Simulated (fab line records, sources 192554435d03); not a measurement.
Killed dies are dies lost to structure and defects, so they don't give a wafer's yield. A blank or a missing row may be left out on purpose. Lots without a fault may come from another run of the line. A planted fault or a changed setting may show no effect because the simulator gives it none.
A struck lot beside a sound one | flow n5_finfet | 35 steps out of a route of 1938
Sound: wafers L715.1, L715.4, L715.5. Struck: wafers L702.2, L702.3, L702.6. The cause comes at the end.
At each step with rows: each side's tool, then ch and its chambers, then its first start. Under that, the readings that differ: sound wafers | struck wafers | difference of the means | sigmas: that difference in standard deviations of wafers without a fault.
alike: readings whose means differ by less than 2 such deviations, and words and numbers that are the same on both sides. not compared: withheld readings, readings that some wafer has no value for, bounds like >300 that may hide the same value, and numbers for which the record gives no deviation and whose values overlap.
The two part at a step that has a row with sigmas, a row that says differs or no value, or rows on one side only. Numbers that don't overlap but have no deviation are shown without sigmas and don't part them. A reading that every wafer of one side lacks parts them only if that side has two wafers or more.

first, 11 steps without rows for these wafers: N5_BEOL_M10_HM_STRIP_39 (strips TiN in peroxide tin strip, target depth 25 nm, time 158 s); N5_BEOL_M10_SRD_40 (time 30 s); N5_BEOL_M10_PRECLEAN_42 (cleans in residue remover, time 60 s); N5_BEOL_M10_SRD_43 (time 30 s); N5_BEOL_M10_CURE_72 (cures SiCOH lowk, time 120 s); N5_BEOL_M10_DEGAS_44 (time 60 s); N5_BEOL_M10_PRE_CLEAN_45 (time 30 s); N5_BEOL_M10_ALD_74 (deposits TaN, target thk 2 nm, pulse time 2 s, purge time 3 s); N5_BEOL_M10_SURFACE_TREAT_76; N5_BEOL_M10_CVD_75 (deposits Co from CCTBA/H2, target thk 2 nm, time 138.9 s); N5_BEOL_M10_SPUTTER_48 (material Cu, target thk 12 nm, time 2 s).
N5_BEOL_M10_ECD_50: material Cu, target thk 318 nm.
  sound on ecd_cu-01 ch 0,1, day 15 18:26; struck on ecd_cu-01 ch 0, day 12 01:41
then, 22 steps without rows for these wafers: N5_BEOL_M10_ANNEAL_51 (time 90 s); N5_BEOL_M10_CMP_52 (polishes, stops on SiCOH lowk, t overpolish 7 s, target thk 140 nm); N5_BEOL_M10_PRE_CLEAN_55 (time 15 s); N5_BEOL_M10_DEP_56 (deposits SiCN from 3MS/NH3, target thk 15 nm, time 26.5 s); N5_BEOL_M11_ILD_DEP_00 (deposits SiCOH lowk from DEMS/porogen, target thk 308.51 nm, time 58 s); N5_BEOL_M11_CURE_71 (cures SiCOH lowk, time 240 s); N5_BEOL_M11_PECVD_70 (deposits SiO2 from TEOS/O2, target thk 20 nm, time 22.7 s); N5_BEOL_M11_HM_DEP_02 (deposits TiN, target thk 20 nm); N5_BEOL_M11_COAT_59 (time 60 s, resist thk 100 nm); N5_BEOL_M11_COAT_60 (time 60 s, resist thk 30 nm); N5_BEOL_M11_COAT_05 (resist thk 90 nm); N5_BEOL_M11_EBR_07; N5_BEOL_M11_SOFTBAKE_06 (time 60 s); N5_BEOL_M11_EXPOSE_08 (exposes mask M11); N5_BEOL_M11_PEB_09 (peb time 60 s); N5_BEOL_M11_DEVELOP_10 (develop time 30 s); N5_BEOL_M11_DESCUM_16 (chemistry O2, time 7.9 s); N5_BEOL_M11_ETCH_61 (etches SiARC in CF4, target depth 39 nm, time 65 s); N5_BEOL_M11_ETCH_62 (etches SOC in N2/H2, target depth 110 nm, overetch 22 nm, time 165 s); N5_BEOL_M11_STRIP_68 (strips in N2/H2); N5_BEOL_M11_STRIP_67 (strips in CF4); N5_BEOL_M11_HM_OPEN_17 (chemistry Cl2/BCl3, target TiN, target depth 20 nm, overetch 6 nm).
-- the record jumps here: 2 days lie between the struck wafers' starts before and after (it left off in module BEOL_M11 and takes up again in module PASSIVATION, whose first step shown is number 1936 of the route) --
N5_PASSIVATION_PROBE_49:
  the record has rows for the struck wafers here (prober-02, day 14 02:30) and none for the sound ones

WHERE THEY PART
Only at N5_PASSIVATION_PROBE_49, within this record.

WHY: what the simulator had put in
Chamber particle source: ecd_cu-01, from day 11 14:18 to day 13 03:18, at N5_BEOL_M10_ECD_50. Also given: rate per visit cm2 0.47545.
